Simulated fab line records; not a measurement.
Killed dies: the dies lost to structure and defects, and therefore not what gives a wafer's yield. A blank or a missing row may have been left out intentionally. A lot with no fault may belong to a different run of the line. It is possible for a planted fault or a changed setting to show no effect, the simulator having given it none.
Matching of chambers | flow n5 finfet | N5_BEOL_M15_ETCH_59 on rie diel-04: 4 sister chambers
The step etches BARC in N2/H2, target depth 89 nm, overetch 26.7 nm, time 67.9 s. 16 wafers are shown with their chamber, then 8 later ones without.

== WAFERS, EACH WITH ITS CHAMBER ==
wafer  | chamber | showerhead plenum p Torr (Torr) | drypump motor current A (A) | throttle valve pct (%)
L075.1 | 3       | 2.64                            | 5.4                         | 18.05
L075.3 | 2       | 2.62                            | 6.1                         | 17.76
L075.6 | 2       | 2.62                            | 6.1                         | 17.77
L076.3 | 2       | 2.62                            | 6.1                         | 17.75
L076.4 | 3       | 2.64                            | 5.4                         | 18.06
L076.6 | 2       | 2.62                            | 6.1                         | 17.76
L080.2 | 3       | 2.64                            | 5.3                         | 18.06
L080.3 | 0       | 2.50                            | 5.9                         | 17.73
L080.5 | 3       | 2.64                            | 5.4                         | 18.05
L082.1 | 0       | 2.49                            | 6.0                         | 17.75
L082.4 | 3       | 2.64                            | 5.4                         | 18.06
L082.5 | 1       | 2.46                            | 5.8                         | 17.81
L085.1 | 3       | 2.64                            | 5.4                         | 18.07
L085.4 | 3       | 2.64                            | 5.4                         | 18.10
L085.5 | 2       | 2.62                            | 6.0                         | 17.80
L090.1 | 1       | 2.45                            | 5.8                         | 17.85

SIGNATURES (means of the wafers above)
reading                  | chamber 0 | chamber 1 | chamber 2 | chamber 3 | scatter within a chamber
showerhead plenum p Torr | 2.4950    | 2.4550    | 2.6200    | 2.6400    | 0.00289
drypump motor current A  | 5.950     | 5.800     | 6.080     | 5.386     | 0.0424
throttle valve pct       | 17.7400   | 17.8300   | 17.7680   | 18.0643   | 0.0188
Rule: a wafer's distance from a chamber is the root of the sum, over the readings, of the square of ((its reading less the chamber's mean) divided by the reading's scatter). If the next closest chamber is less than 2 further off than the closest, the wafer can't be placed; otherwise it belongs to the closest. The scatter: the root of (the sum of the squares of (reading less its chamber's mean) over the shown wafers, divided by (wafers less chambers)).

== WAFERS MISSING THEIR CHAMBER ==
wafer  | showerhead plenum p Torr (Torr) | drypump motor current A (A) | throttle valve pct (%)
L090.3 | 2.61                            | 6.1                         | 17.80
L090.4 | 2.61                            | 6.1                         | 17.81
L091.3 | 2.61                            | 6.1                         | 17.81
L091.4 | 2.45                            | 5.8                         | 17.85
L091.5 | 2.45                            | 5.8                         | 17.84
L097.2 | 2.49                            | 5.9                         | 17.38
L097.3 | 2.63                            | 5.4                         | 18.12
L097.5 | 2.48                            | 5.9                         | 17.38

== CHAMBER TAKEN BY EACH ==
wafer  | from the rows above | in truth
L090.3 | 2                   | 2
L090.4 | 2                   | 2
L091.3 | 2                   | 2
L091.4 | 1                   | 1
L091.5 | 1                   | 1
L097.2 | 0                   | 0
L097.3 | 3                   | 3
L097.5 | 0                   | 0
Placed correctly: 8 of 8. Left unplaced by these rows: 0. Number placed wrongly: 0.
